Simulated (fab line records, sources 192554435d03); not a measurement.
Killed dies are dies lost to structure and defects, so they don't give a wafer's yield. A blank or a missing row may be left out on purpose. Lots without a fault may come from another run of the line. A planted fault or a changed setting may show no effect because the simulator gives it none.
fab line records | flow n5_finfet
record lots=24 wafers=72 last_day=19
route steps=1938 shown GATE_CUT@497 MOL_CONTACT_COAG@538
lots that met no fault: from a run of the same line without faults
start_h: hours from the record's first day to the start of the lot's first wafer shown | wait_h: hours since the lot's step before | " the same as in the row above | L1.1+2: a row that stands for several wafers | - no value, or no start given | * or withheld: withheld | < > ~ a bound
route shown NAME@n: a module of which the file shows steps, and the number in the route of the first | usual: mean/standard deviation of fault-free wafers | same: alike in all rows | chamber/n: place in a boat | sites: the reading at each site | _std_site: their standard deviation | _edge_site: outer sites' mean less inner sites' | radius_mm: how far each site lies from the wafer's centre | mask NAME#n: copy n | behind: the tool/chamber that last shaped the wafer | hold: why the lot was held/for how many hours/how that ended | device: the transistor (n, p or np) that didn't switch | end of line: the same wafers' tests at the end of the route | a step without rows: its recipe alone | killed: dies lost to structure and defects at the first sort, not the wafer's yield | map: a wafer's dies, x killed, . not, _ none there
set.NAME: the setting as run; set.NAME@STEP: as run at that earlier step | model.NAME: the simulator's own value behind a step, which no gauge read
steps of the route over a sample of lots; a table a step, a row a wafer
services: from which hour (start_h, from the record's first day; less than 0 if before it) a tool's chamber was out of use, for how many hours, and why
## steps
# step N5_GATE_CUT_STRIP_41
# recipe chemistry=CF4 resist=SiARC power_w=300 bias_power_w=75 pressure_mtorr=50 cf4_flow_sccm=150 rf_frequency_hz=6e+07
# usual drypump_motor_current_A=5.8/0.4 oes_product_au=0.180/0.021 rf_vpp_V=271.6/1.5 showerhead_plenum_p_Torr=1.82/0.057 throttle_valve_pct=13.68/0.21
# columns lot.wafer tool chamber start_h wait_h drypump_motor_current_A oes_product_au rf_hours_counter_h rf_vpp_V showerhead_plenum_p_Torr throttle_valve_pct
L074.1 rie_diel-01 0 83.95 0.0 6.4 0.206 25 271.0 1.83 13.67
L074.3 " 2 " " 5.9 0.172 231 270.3 1.70 13.87
L074.5 " 0 " " 6.3 0.209 - 273.0 1.83 13.65
L075.1 rie_diel-02 1 94.80 0.0 5.7 0.154 242 270.7 1.84 13.77
L075.4 " 0 " " 5.4 0.182 140 271.5 1.87 13.95
L075.6 " 1 " " 5.7 0.163 - 272.3 1.84 13.76
L076.2 rie_diel-05 1 99.96 0.0 6.0 0.177 117 273.4 1.81 13.60
L076.3 " 2 " " 5.0 0.182 150 270.0 1.72 13.46
L076.6 " 2 " " 5.0 0.172 - 269.5 1.73 13.46
L077.2 rie_diel-05 1 101.56 0.0 6.0 0.179 117 273.1 1.81 13.60
L077.3 " 2 " " 5.0 0.180 150 270.9 1.72 13.46
L077.4 " 1 " " 6.0 0.185 - 271.2 1.81 13.61
L078.1 rie_diel-05 3 111.32 0.0 5.7 0.156 216 271.4 1.85 13.87
L078.3 " 0 " " 6.1 0.169 196 271.3 1.87 13.84
L078.6 " 0 " " 6.1 0.165 - 272.9 1.87 13.82
L079.2 rie_diel-05 3 113.83 0.0 5.8 0.163 217 272.4 1.85 13.88
L079.3 " 2 " " 5.1 0.173 153 269.5 1.72 13.45
L079.5 " 0 " " 6.1 0.163 - 273.0 1.87 13.83
L080.1 rie_diel-02 2 120.20 0.0 6.1 0.166 198 270.5 1.79 13.61
L080.3 " 1 " " 5.7 0.153 246 271.1 1.84 13.77
L080.4 " 3 " " 6.2 0.217 9 273.9 1.90 13.29
L081.1 rie_diel-05 1 123.79 0.0 6.0 0.182 120 270.2 1.81 13.60
L081.4 " 3 " " 5.8 0.162 219 272.1 1.85 13.89
L081.6 " 3 " " 5.8 0.159 - 272.4 1.85 13.87
L082.1 rie_diel-05 2 134.74 0.0 5.0 0.173 158 270.2 1.72 13.50
L082.3 " 1 " " 6.0 0.189 123 272.6 1.81 13.61
L082.6 " 0 " " 6.1 0.163 - 272.0 1.87 13.85
L083.1 rie_diel-02 2 139.31 0.0 6.2 0.158 202 270.0 1.79 13.63
L083.2 " 0 " " 5.5 0.176 150 272.9 1.87 13.98
L083.3 " 3 " " 6.3 0.221 13 273.6 1.90 13.31
L084.3 rie_diel-02 0 146.88 0.0 5.5 0.179 152 273.2 1.87 13.98
L084.4 " 3 " " 6.3 0.220 - 273.7 1.90 13.30
L084.6 " 0 " " 5.5 0.182 - 272.7 1.87 13.99
L085.3 rie_diel-01 2 153.72 0.0 5.8 0.162 246 268.7 1.70 13.91
L085.5 " 3 " " 5.8 0.207 - 272.3 1.83 13.58
L085.6 " 0 " " 6.3 0.203 - 273.6 1.83 13.69
L086.1 rie_diel-01 3 157.57 0.0 5.9 0.202 46 272.4 1.83 13.58
L086.4 " 2 " " 5.8 0.159 246 268.7 1.70 13.91
L086.5 " 3 " " 5.8 0.205 - 271.5 1.83 13.57
L087.1 rie_diel-05 3 159.68 0.0 5.7 0.155 228 271.7 1.84 13.92
L087.4 " 0 " " 6.1 0.163 208 273.1 1.87 13.86
L087.5 " 2 " " 5.0 0.174 - 269.2 1.72 13.48
L088.3 rie_diel-05 3 173.29 0.0 5.8 0.157 232 271.5 1.84 13.91
L088.5 " 0 " " 6.1 0.167 - 270.0 1.87 13.86
L088.6 " 1 " " 6.0 0.171 - 271.8 1.80 13.64
L089.2 rie_diel-02 3 176.43 0.0 6.3 0.207 23 271.5 1.89 13.33
L089.3 " 1 " " 5.7 0.218 7 272.0 1.84 13.26
L089.5 " 0 " " 5.4 0.165 - 271.8 1.87 14.00
L090.1 rie_diel-05 3 183.04 0.0 5.8 0.155 236 272.6 1.84 13.92
L090.3 " 1 " " 6.0 0.172 135 271.3 1.80 13.64
L090.6 " 3 " " 5.7 0.156 - 271.0 1.84 13.94
L091.1 rie_diel-02 2 188.58 0.0 6.2 0.162 212 270.0 1.79 13.66
L091.4 " 1 " " 5.7 0.217 12 273.2 1.84 13.28
L091.6 " 3 " " 6.2 0.214 - 273.0 1.89 13.34
L092.2 rie_diel-01 3 194.71 0.0 5.8 0.197 61 271.5 1.82 13.61
L092.3 " 2 " " 5.9 0.222 2 274.7 1.90 13.33
L092.6 " 2 " " 5.8 0.233 - 272.6 1.90 13.36
L093.1 rie_diel-01 3 198.62 0.0 5.8 0.191 63 272.0 1.82 13.61
L093.3 " 2 " " 5.9 0.228 4 274.3 1.90 13.35
L093.5 " 2 " " 5.9 0.229 - 273.4 1.90 13.36
L094.3 rie_diel-01 2 208.48 0.0 5.8 0.228 - 272.6 1.90 13.34
L094.5 " 0 " " 6.3 0.198 - 271.5 1.82 13.77
L094.6 " 2 " " 5.8 0.223 - 272.3 1.90 13.36
L095.2 rie_diel-05 3 210.85 0.0 5.7 0.157 243 272.8 1.84 13.96
L095.4 " 2 " " 5.0 0.172 180 269.6 1.72 13.53
L095.5 " 1 " " 6.0 0.172 - 271.5 1.80 13.66
L096.3 rie_diel-05 3 216.12 0.0 5.7 0.155 245 272.8 1.84 13.96
L096.4 " 0 " " 6.1 0.158 224 272.3 1.86 13.89
L096.5 " 1 " " 6.0 0.172 - 269.6 1.80 13.67
L097.1 rie_diel-05 1 221.56 0.0 6.0 0.174 146 270.6 1.80 13.67
L097.3 " 0 " " 6.1 0.157 226 272.7 1.86 13.90
L097.4 " 3 " " 5.8 0.160 246 271.9 1.84 13.95
# step N5_GATE_CUT_CUT_ETCH_54
# recipe chemistry=Cl2/BCl3 target=TiN mask_material=SiO2 target_depth_a=967 pressure_mtorr=10 icp_w=1000 bias_w=126 Cl2_flow_sccm=53.25 bcl3_flow_sccm=21.75 Ar_flow_sccm=25 ends=cleared
# usual drypump_motor_current_A=5.7/0.48 etch_rf_on_time_s=37.3/1 oes_product_au=0.66/0.091 throttle_valve_pct=22.25/0.23
# columns lot.wafer tool chamber start_h wait_h drypump_motor_current_A etch_rf_on_time_s oes_product_au rf_hours_counter_h throttle_valve_pct
L074.1 rie_metal-01 1 84.18 0.0 5.1 36.4 0.57 102 22.34
L074.3 " 0 " " 6.7 36.0 0.72 - 22.53
L074.5 " 1 " " 5.0 36.5 0.58 - 22.33
L075.1 rie_metal-03 1 95.03 0.0 5.1 35.6 0.71 39 22.05
L075.4 " 0 " " 5.3 37.5 0.57 - 22.44
L075.6 " 1 " " 5.1 35.4 0.73 - 22.04
L076.2 rie_metal-02 0 100.19 0.0 5.7 37.7 0.80 9 21.93
L076.3 " 0 " " 5.7 37.6 0.79 - 21.94
L076.6 " 1 " " 5.9 37.9 0.60 - 22.39
L077.2 rie_metal-02 0 101.79 0.0 5.7 37.7 0.80 9 21.92
L077.3 " 0 " " 5.6 37.5 0.81 - 21.94
L077.4 " 1 " " 5.9 38.1 0.59 - 22.41
L078.1 rie_metal-01 0 111.55 0.0 6.7 36.1 0.71 39 22.55
L078.3 " 0 " " 6.7 36.3 0.72 - 22.54
L078.6 " 1 " " 5.1 36.3 0.58 - 22.34
L079.2 rie_metal-01 1 114.06 0.0 5.1 36.6 0.57 105 22.35
L079.3 " 1 " " 5.1 36.6 0.57 - 22.34
L079.5 " 0 " " 6.7 36.2 0.71 - 22.54
L080.1 rie_metal-02 0 120.42 0.0 5.7 38.1 0.79 10 21.93
L080.3 " 1 " " 6.0 38.6 0.59 - 22.38
L080.4 " 0 " " 5.7 38.1 0.79 - 21.93
L081.1 rie_metal-01 0 124.02 0.0 6.7 36.4 0.70 40 22.57
L081.4 " 1 " " 5.1 36.4 0.57 - 22.34
L081.6 " 1 " " 5.1 36.6 0.57 - 22.35
L082.1 rie_metal-03 1 134.97 0.0 5.1 35.1 0.73 41 22.04
L082.3 " 1 " " 5.2 35.3 0.72 - 22.04
L082.6 " 1 " " 5.1 35.1 0.72 - 22.04
L083.1 rie_metal-02 1 139.54 0.0 5.9 38.1 0.58 98 22.40
L083.2 " 0 " " 5.7 37.3 0.79 12 21.93
L083.3 " 0 " " 5.7 37.4 0.79 - 21.93
L084.3 rie_metal-01 0 147.13 0.0 6.7 36.2 0.71 - 22.55
L084.4 " 1 " " 5.1 36.4 0.57 - 22.35
L084.6 " 1 " " 5.1 36.4 0.57 - 22.33
L085.3 rie_metal-02 1 153.96 0.0 5.9 38.0 0.59 - 22.40
L085.5 " 1 " " 5.9 37.9 0.59 - 22.40
L085.6 " 0 " " 5.7 37.1 0.80 - 21.92
L086.1 rie_metal-02 0 157.79 0.0 5.7 37.5 0.78 12 21.93
L086.4 " 1 " " 5.9 38.2 0.59 - 22.42
L086.5 " 1 " " 5.9 38.5 0.59 - 22.40
L087.1 rie_metal-03 1 159.90 0.0 5.1 35.9 0.72 43 22.07
L087.4 " 1 " " 5.1 35.7 0.72 - 22.05
L087.5 " 1 " " 5.1 36.0 0.71 - 22.07
L088.3 rie_metal-02 1 173.54 0.0 5.9 38.4 0.59 - 22.42
L088.5 " 1 " " 5.9 38.4 0.58 - 22.40
L088.6 " 0 " " 5.6 37.8 0.78 - 21.95
L089.2 rie_metal-03 0 176.66 0.0 5.3 38.3 0.56 124 22.47
L089.3 " 1 " " 5.1 35.2 0.72 - 22.04
L089.5 " 0 " " 5.3 37.7 0.56 - 22.44
L090.1 rie_metal-02 0 183.27 0.0 5.6 37.6 0.78 14 21.93
L090.3 " 0 " " 5.7 37.7 0.78 - 21.93
L090.6 " 1 " " 5.9 38.6 0.58 - 22.44
L091.1 rie_metal-02 0 188.81 0.0 5.7 37.3 0.78 15 21.93
L091.4 " 1 " " 5.9 38.1 0.58 - 22.43
L091.6 " 1 " " 5.9 38.3 0.58 - 22.43
L092.2 rie_metal-03 1 194.94 0.0 5.1 35.2 0.71 46 22.06
L092.3 " 1 " " 5.1 35.0 0.72 - 22.05
L092.6 " 1 " " 5.1 35.3 0.71 - 22.04
L093.1 rie_metal-02 0 198.85 0.0 5.6 37.5 0.77 16 21.93
L093.3 " 1 " " 5.9 38.7 0.57 - 22.43
L093.5 " 0 " " 5.6 37.6 0.77 - 21.96
L094.3 rie_metal-02 0 208.79 0.0 5.7 37.8 0.76 - 21.96
L094.5 " 0 " " 5.6 37.4 0.77 - 21.95
L094.6 " 1 " " 5.9 38.4 0.58 - 22.42
L095.2 rie_metal-03 1 211.08 0.0 5.1 35.7 0.70 48 22.06
L095.4 " 0 " " 5.3 37.9 0.55 - 22.47
L095.5 " 1 " " 5.1 35.4 0.71 - 22.06
L096.3 rie_metal-02 0 216.39 0.1 5.6 37.2 0.77 - 21.95
L096.4 " 1 " " 5.9 38.3 0.58 - 22.43
L096.5 " 1 " " 5.9 38.3 0.57 - 22.43
L097.1 rie_metal-02 1 221.78 0.0 5.9 38.6 0.58 104 22.43
L097.3 " 0 " " 5.7 37.8 0.75 - 21.95
L097.4 " 1 " " 5.9 38.5 0.58 - 22.43
# step N5_GATE_CUT_VAPOR_ETCH_49
# recipe chemistry=BCl3/Cl2 target=TiAlC mode=isotropic
# usual drypump_motor_current_A=5.7/0.48 oes_product_au=0.74/0.099
# columns lot.wafer tool chamber start_h wait_h drypump_motor_current_A oes_product_au
L074.1 rie_metal-01 1 84.33 0.0 5.1 0.63
L074.3 " 0 " " 6.7 0.79
L074.5 " 1 " " 5.1 0.64
L075.1 rie_metal-03 1 95.18 0.0 5.1 0.81
L075.4 " 0 " " 5.3 0.65
L075.6 " 1 " " 5.1 0.81
L076.2 rie_metal-02 0 100.34 0.0 5.7 0.89
L076.3 " 0 " " 5.7 0.88
L076.6 " 1 " " 5.9 0.68
L077.2 rie_metal-02 0 101.94 0.0 5.7 0.89
L077.3 " 0 " " 5.7 0.90
L077.4 " 1 " " 5.9 0.67
L078.1 rie_metal-01 0 111.70 0.0 6.7 0.78
L078.3 " 0 " " 6.7 0.78
L078.6 " 1 " " 5.1 0.63
L079.2 rie_metal-01 1 114.21 0.0 5.1 0.62
L079.3 " 1 " " 5.1 0.63
L079.5 " 0 " " 6.7 0.77
L080.1 rie_metal-02 0 120.57 0.0 5.7 0.88
L080.3 " 1 " " 5.9 0.67
L080.4 " 0 " " 5.7 0.88
L081.1 rie_metal-01 0 124.17 0.0 6.7 0.77
L081.4 " 1 " " 5.1 0.63
L081.6 " 1 " " 5.1 0.63
L082.1 rie_metal-03 1 135.12 0.0 5.1 0.79
L082.3 " 1 " " 5.1 0.79
L082.6 " 1 " " 5.1 0.80
L083.1 rie_metal-02 1 139.69 0.0 5.9 0.68
L083.2 " 0 " " 5.7 0.89
L083.3 " 0 " " 5.7 0.90
L084.3 rie_metal-01 0 147.27 0.0 6.7 0.78
L084.4 " 1 " " 5.1 0.63
L084.6 " 1 " " 5.1 0.63
L085.3 rie_metal-02 1 154.10 0.0 6.0 0.66
L085.5 " 1 " " 5.9 0.65
L085.6 " 0 " " 5.7 0.87
L086.1 rie_metal-02 0 157.94 0.0 5.7 0.88
L086.4 " 1 " " 5.9 0.66
L086.5 " 1 " " 5.9 0.66
L087.1 rie_metal-03 1 160.05 0.0 5.2 0.80
L087.4 " 1 " " 5.1 0.79
L087.5 " 1 " " 5.1 0.80
L088.3 rie_metal-02 1 173.68 0.0 5.9 0.67
L088.5 " 1 " " 5.9 0.67
L088.6 " 0 " " 5.7 0.87
L089.2 rie_metal-03 0 176.81 0.0 5.3 0.63
L089.3 " 1 " " 5.1 0.80
L089.5 " 0 " " 5.3 0.63
L090.1 rie_metal-02 0 183.42 0.0 5.7 0.87
L090.3 " 0 " " 5.7 0.87
L090.6 " 1 " " 5.9 0.66
L091.1 rie_metal-02 0 188.96 0.0 5.7 0.88
L091.4 " 1 " " 5.9 0.67
L091.6 " 1 " " 5.9 0.67
L092.2 rie_metal-03 1 195.09 0.0 5.1 0.78
L092.3 " 1 " " 5.1 0.79
L092.6 " 1 " " 5.1 0.79
L093.1 rie_metal-02 0 199.00 0.0 5.7 0.86
L093.3 " 1 " " 5.9 0.65
L093.5 " 0 " " 5.7 0.86
L094.3 rie_metal-02 0 208.93 0.0 5.7 0.86
L094.5 " 0 " " 5.7 0.85
L094.6 " 1 " " 5.9 0.66
L095.2 rie_metal-03 1 211.23 0.0 5.2 0.77
L095.4 " 0 " " 5.3 0.62
L095.5 " 1 " " 5.1 0.78
L096.3 rie_metal-02 0 216.58 0.0 5.7 0.85
L096.4 " 1 " " 5.9 0.65
L096.5 " 1 " " 5.9 0.65
L097.1 rie_metal-02 1 221.93 0.0 5.9 0.65
L097.3 " 0 " " 5.7 0.85
L097.4 " 1 " " 5.9 0.64
# step N5_GATE_CUT_THK_MEAS_24
# recipe reads=SiO2_of_GATE_CUT_HM_DEP_46+SiO2_flowable_of_ILD0_FCVD_FILL_01
# usual GC_FILL_THK=219.7/1.8
# columns lot.wafer tool chamber start_h wait_h GC_FILL_THK[nm]
L074.1 film_metro-02 - 88.55 - 217.3
L074.3 " - " " 218.0
L074.5 " - " " 221.3
L075.1 film_metro-02 - 97.85 - 221.7
L075.4 " - " " 223.0
L075.6 " - " " 221.3
L076.2 film_metro-02 - 102.69 - 216.8
L076.3 " - " " 218.2
L076.6 " - " " 221.5
L077.2 film_metro-02 - 103.96 - 217.7
L077.3 " - " " 219.1
L077.4 " - " " 220.7
L078.1 film_metro-02 - 113.72 - 220.4
L078.3 " - " " 218.2
L078.6 " - " " 222.4
L079.2 film_metro-01 - 116.23 - 219.0
L079.3 " - " " 219.1
L079.5 " - " " 219.4
L080.1 film_metro-01 - 122.59 - 221.1
L080.3 " - " " 216.5
L080.4 " - " " 219.4
L081.1 film_metro-01 - 126.48 - 217.7
L081.4 " - " " 221.9
L081.6 " - " " 221.9
L082.1 film_metro-02 - 137.14 - 220.0
L082.3 " - " " 217.2
L082.6 " - " " 221.7
L083.1 film_metro-02 - 141.72 - 216.0
L083.2 " - " " 218.5
L083.3 " - " " 218.9
L084.3 film_metro-01 - 149.28 - 215.2
L084.4 " - " " 218.6
L084.6 " - " " 217.3
L085.3 film_metro-01 - 156.12 - 221.0
L085.5 " - " " 223.8
L085.6 " - " " 221.1
L086.1 film_metro-01 - 159.97 - 217.7
L086.4 " - " " 220.4
L086.5 " - " " 220.7
L087.1 film_metro-01 - 162.07 - 219.2
L087.4 " - " " 222.2
L087.5 " - " " 223.7
L088.3 film_metro-01 - 176.19 - 218.7
L088.5 " - " " 220.0
L088.6 " - " " 220.8
L089.2 film_metro-02 - 178.83 - 217.1
L089.3 " - " " 220.1
L089.5 " - " " 219.3
L090.1 film_metro-01 - 185.45 - 218.1
L090.3 " - " " 218.5
L090.6 " - " " 222.1
L091.1 film_metro-01 - 191.33 - 217.4
L091.4 " - " " 219.8
L091.6 " - " " 221.3
L092.2 film_metro-01 - 198.08 - 219.4
L092.3 " - " " 222.7
L092.6 " - " " 221.2
L093.1 film_metro-01 - 201.01 - 219.3
L093.3 " - " " 218.5
L093.5 " - " " 219.9
L094.3 film_metro-01 - 211.27 - 217.7
L094.5 " - " " 221.3
L094.6 " - " " 220.4
L095.2 film_metro-01 - 213.25 - 218.4
L095.4 " - " " 220.3
L095.5 " - " " 220.5
L096.3 film_metro-02 - 219.12 - 218.1
L096.4 " - " " 217.5
L096.5 " - " " 220.3
L097.1 film_metro-02 - 223.95 - 218.1
L097.3 " - " " 220.2
L097.4 " - " " 219.5
# step N5_MOL_CONTACT_COAG_ETCH_110
# recipe chemistry=CF4/O2 target=Si target_depth_a=25 time_s=8 pressure_mtorr=100 source_w=200 bias_w=12 ion_energy_ev=60 Ar_flow_sccm=100 cf4_flow_sccm=100 O2_flow_sccm=10
# usual drypump_motor_current_A=5.6/0.52 oes_f_703_au=0.82/0.077 oes_product_au=0.81/0.079 rf_vpp_V=127.3/2.2 showerhead_plenum_p_Torr=2.23/0.078 throttle_valve_pct=10.68/0.21
# columns lot.wafer tool chamber start_h wait_h drypump_motor_current_A oes_f_703_au oes_product_au rf_hours_counter_h rf_vpp_V showerhead_plenum_p_Torr throttle_valve_pct
L074.1 rie_diel-03 0 89.99 0.0 5.2 0.83 0.82 77 126.1 2.33 10.68
L074.3 " 3 " " 5.7 0.86 0.85 64 124.6 2.16 10.42
L074.5 " 2 " " 5.6 0.84 0.87 - 132.2 2.17 10.63
L075.1 rie_diel-03 3 99.29 0.0 5.7 0.85 0.85 67 125.1 2.16 10.43
L075.4 " 0 " " 5.1 0.82 0.81 80 128.7 2.33 10.67
L075.6 " 2 " " 5.6 0.83 0.88 - 131.9 2.17 10.64
L076.2 rie_diel-04 0 104.25 0.0 5.0 0.86 0.85 70 124.7 2.17 10.62
L076.3 " 1 " " 5.7 0.79 0.78 153 124.7 2.14 10.55
L076.6 " 2 " " 6.8 0.69 0.69 - 126.5 2.21 11.15
L077.2 rie_diel-04 0 105.59 0.0 4.9 0.86 0.84 70 123.9 2.16 10.64
L077.3 " 1 " " 5.7 0.78 0.77 154 126.8 2.14 10.56
L077.4 " 2 " " 6.8 0.69 0.68 195 126.7 2.21 11.15
L078.1 rie_diel-04 0 115.16 0.0 5.0 0.86 0.84 73 122.6 2.16 10.63
L078.3 " 1 " " 5.7 0.78 0.78 157 125.1 2.14 10.55
L078.6 " 0 " " 4.9 0.86 0.84 - 124.1 2.16 10.65
L079.2 rie_diel-03 1 117.70 0.0 6.3 0.81 0.82 77 129.3 2.25 10.41
L079.3 " 3 " " 5.7 0.86 0.84 71 126.6 2.16 10.44
L079.5 " 3 " " 5.7 0.85 0.84 - 124.6 2.16 10.45
L080.1 rie_diel-04 1 124.22 0.0 5.7 0.78 0.77 160 125.4 2.14 10.59
L080.3 " 3 " " 5.8 0.74 0.72 171 123.8 2.23 10.74
L080.4 " 2 " " 6.8 0.68 0.68 202 126.1 2.21 11.17
L081.1 rie_diel-04 0 128.29 0.0 4.9 0.85 0.84 77 124.7 2.16 10.65
L081.4 " 2 " " 6.8 0.68 0.68 203 126.0 2.20 11.18
L081.6 " 1 " " 5.7 0.78 0.77 - 124.5 2.14 10.60
L082.1 rie_diel-04 2 138.70 0.0 6.7 0.68 0.69 205 128.6 2.20 11.18
L082.3 " 0 " " 4.9 0.85 0.84 79 124.5 2.16 10.65
L082.6 " 2 " " 6.8 0.68 0.69 - 126.6 2.20 11.18
L083.1 rie_diel-04 1 143.28 0.0 5.7 0.77 0.76 165 126.2 2.14 10.58
L083.2 " 3 " " 5.8 0.73 0.71 176 124.5 2.23 10.78
L083.3 " 0 " " 4.9 0.84 0.82 81 125.2 2.16 10.67
L084.3 rie_diel-04 1 150.85 0.0 5.7 0.78 0.77 167 127.2 2.13 10.59
L084.4 " 3 " " 5.8 0.73 0.71 - 125.1 2.22 10.78
L084.6 " 0 " " 4.9 0.84 0.83 - 124.0 2.16 10.66
L085.3 rie_diel-03 1 157.88 0.0 6.3 0.79 0.82 89 129.1 2.25 10.46
L085.5 " 2 " " 5.6 0.82 0.84 - 131.4 2.16 10.71
L085.6 " 3 " " 5.7 0.83 0.83 - 126.5 2.15 10.48
L086.1 rie_diel-06 3 161.98 0.0 5.0 0.96 0.96 18 129.5 2.37 10.71
L086.4 " 2 " " 5.3 0.73 0.70 235 128.0 2.28 11.07
L086.5 " 0 " " 5.3 0.94 0.94 - 127.5 2.27 10.46
L087.1 rie_diel-06 1 163.51 0.0 5.9 0.94 0.93 28 130.1 2.37 10.50
L087.4 " 2 " " 5.4 0.72 0.70 235 127.6 2.28 11.09
L087.5 " 2 " " 5.4 0.73 0.71 - 127.4 2.28 11.09
L088.3 rie_diel-03 0 177.79 0.0 5.1 0.79 0.78 105 128.0 2.32 10.75
L088.5 " 2 " " 5.6 0.81 0.83 - 130.1 2.16 10.71
L088.6 " 3 " " 5.7 0.82 0.81 - 126.9 2.15 10.50
L089.2 rie_diel-04 3 180.35 0.0 5.8 0.73 0.70 188 126.1 2.22 10.81
L089.3 " 2 " " 6.8 0.67 0.67 216 127.7 2.20 11.25
L089.5 " 0 " " 5.0 0.84 0.81 - 124.2 2.16 10.71
L090.1 rie_diel-04 3 187.34 0.0 5.8 0.72 0.70 190 125.4 2.22 10.81
L090.3 " 2 " " 6.7 0.67 0.67 218 127.2 2.20 11.24
L090.6 " 1 " " 5.7 0.77 0.75 - 125.4 2.13 10.64
L091.1 rie_diel-06 1 192.77 0.0 5.9 0.92 0.90 39 127.2 2.36 10.51
L091.4 " 3 " " 5.0 0.94 0.94 30 129.1 2.36 10.74
L091.6 " 1 " " 5.9 0.92 0.90 - 128.7 2.36 10.52
L092.2 rie_diel-06 0 199.64 0.0 5.3 0.91 0.91 22 127.7 2.26 10.48
L092.3 " 3 " " 4.9 0.94 0.92 31 129.3 2.36 10.78
L092.6 " 1 " " 5.9 0.92 0.89 - 129.0 2.36 10.53
L093.1 rie_diel-06 1 202.56 0.0 5.9 0.92 0.90 42 129.1 2.36 10.54
L093.3 " 3 " " 4.9 0.93 0.92 32 129.7 2.36 10.76
L093.5 " 1 " " 5.9 0.92 0.89 - 128.1 2.36 10.52
L094.3 rie_diel-03 2 212.84 0.0 5.6 0.79 0.82 84 132.2 2.15 10.76
L094.5 " 1 " " 6.3 0.77 0.79 - 130.6 2.24 10.51
L094.6 " 0 " " 5.2 0.78 0.77 - 128.5 2.32 10.79
L095.2 rie_diel-06 1 214.82 0.0 5.9 0.90 0.90 46 128.6 2.36 10.54
L095.4 " 3 " " 4.9 0.93 0.92 - 130.5 2.36 10.78
L095.5 " 1 " " 5.9 0.91 0.89 - 130.1 2.36 10.55
L096.3 rie_diel-03 0 220.57 0.0 5.1 0.79 0.77 121 127.4 2.32 10.81
L096.4 " 2 " " 5.6 0.79 0.82 86 131.1 2.15 10.77
L096.5 " 0 " " 5.2 0.78 0.77 - 126.0 2.32 10.80
L097.1 rie_diel-06 0 225.60 0.0 5.3 0.89 0.90 32 127.3 2.26 10.54
L097.3 " 1 " " 5.9 0.90 0.88 52 128.4 2.36 10.56
L097.4 " 0 " " 5.3 0.89 0.88 - 126.8 2.26 10.53
# step N5_MOL_CONTACT_COAG_ALD_20
# recipe material=TiN target_thk_a=15 temp_c=400 ald_precursor_family=TiCl4 ald_co_reactant=NH3 pulse_time_s=1 purge_time_s=3 co_reactant_purge_time_s=2 co_reactant_pulse_time_s=2 ald_cycles=68 pressure_torr=3
# usual heater_power_w=815/130 precursor_pulse_height_rel=1.000/0.019
# same purge_time_s=3
# columns lot.wafer tool chamber start_h wait_h heater_power_w precursor_pulse_height_rel
L074.1 ald_metal-02 2 93.76 0.1 719 0.990
L074.3 " 0 " " 756 1.014
L074.5 " 0 " " 765 0.990
L075.1 ald_metal-02 0 100.95 0.1 760 1.010
L075.4 " 3 " " 939 1.021
L075.6 " 0 " " 766 1.015
L076.2 ald_metal-02 1 105.92 0.1 636 0.977
L076.3 " 3 " " 924 1.005
L076.6 " 3 " " 914 1.004
L077.2 ald_metal-02 2 106.32 0.1 684 1.010
L077.3 " 0 " " 766 0.985
L077.4 " 1 " " 636 0.978
L078.1 ald_metal-02 0 115.89 0.1 762 0.991
L078.3 " 1 " " 643 1.013
L078.6 " 2 " " 688 1.002
L079.2 ald_metal-02 0 122.02 0.1 738 0.997
L079.3 " 2 " " 688 1.054
L079.5 " 0 " " 756 0.985
L080.1 ald_metal-02 2 125.59 0.1 691 0.986
L080.3 " 3 " " 921 1.023
L080.4 " 0 " " 749 1.029
L081.1 ald_metal-02 0 130.37 0.1 774 1.001
L081.4 " 2 " " 702 1.012
L081.6 " 3 " " 922 1.040
L082.1 ald_metal-02 3 139.43 0.1 919 0.992
L082.3 " 1 " " 635 0.983
L082.6 " 2 " " 685 1.012
L083.1 ald_metal-02 1 143.99 0.1 634 1.059
L083.2 " 2 " " 690 1.002
L083.3 " 3 " " 918 0.949
L084.3 ald_metal-01 0 151.64 0.1 946 0.983
L084.4 " 1 " " 1067 0.978
L084.6 " 2 " " 829 0.968
L085.3 ald_metal-03 2 158.81 0.1 1022 0.993
L085.5 " 1 " " 858 1.003
L085.6 " 0 " " 811 1.009
L086.1 ald_metal-01 2 162.71 0.1 819 1.031
L086.4 " 1 " " 1080 0.974
L086.5 " 0 " " 916 1.012
L087.1 ald_metal-02 3 164.58 0.1 920 1.014
L087.4 " 1 " " 645 0.994
L087.5 " 2 " " 693 0.998
L088.3 ald_metal-02 3 179.54 0.1 903 0.993
L088.5 " 2 " " 713 0.989
L088.6 " 3 " " 901 0.993
L089.2 ald_metal-01 3 181.34 0.1 777 0.994
L089.3 " 1 " " 1064 0.981
L089.5 " 0 " " 917 1.007
L090.1 ald_metal-01 2 189.78 0.1 843 1.002
L090.3 " 0 " " 972 1.003
L090.6 " 1 " " 1063 1.011
L091.1 ald_metal-01 1 193.58 0.1 1059 0.970
L091.4 " 0 " " 950 0.992
L091.6 " 2 " " 840 0.994
L092.2 ald_metal-02 2 201.76 0.1 685 1.042
L092.3 " 0 " " 754 0.990
L092.6 " 1 " " 639 1.012
L093.1 ald_metal-02 3 203.32 0.1 940 1.006
L093.3 " 1 " " 647 1.014
L093.5 " 3 " " 945 1.023
L094.3 ald_metal-02 2 213.79 0.1 708 1.002
L094.5 " 2 " " 710 0.967
L094.6 " 0 " " 759 1.005
L095.2 ald_metal-01 3 215.51 0.1 778 1.011
L095.4 " 2 " " 839 1.001
L095.5 " 3 " " 762 0.973
L096.3 ald_metal-03 3 221.52 0.1 1009 0.993
L096.4 " 0 " " 792 0.980
L096.5 " 1 " " 864 0.958
L097.1 ald_metal-03 1 227.24 0.1 872 1.009
L097.3 " 3 " " 1019 1.015
L097.4 " 2 " " 1014 1.029
## services
# columns tool chamber start_h hours kind
rie_diel-06 3 70.48 - clean
rie_diel-06 3 70.48 - consumable_replace:focus_ring
rie_diel-06 3 70.48 - consumable_replace:showerhead
rie_diel-03 0 72.76 9.1 repair
rie_diel-06 - 74.08 0.7 repair
rie_diel-01 3 78.87 5.7 repair
rie_metal-01 - 88.18 1.0 repair
rie_diel-05 1 109.28 4.8 repair
rie_metal-02 - 121.15 4.3 pm
rie_metal-03 - 128.76 2.8 pm
rie_diel-05 1 140.73 9.1 repair
ald_metal-03 - 141.03 0.8 repair
rie_diel-04 2 142.43 9.2 repair
rie_diel-01 3 144.44 4.0 repair
rie_diel-04 3 166.11 2.1 repair
rie_diel-02 2 177.07 8.7 repair
rie_metal-02 - 181.30 1.0 repair
ald_metal-02 1 190.80 1.8 repair
rie_diel-06 - 202.66 1.0 repair
ald_metal-02 1 203.50 41.4 repair
rie_diel-02 1 203.82 16.6 repair
rie_diel-01 3 205.00 4.9 repair
rie_metal-03 0 205.63 1.3 repair
ald_metal-03 - 220.47 0.9 repair
## key
fault none
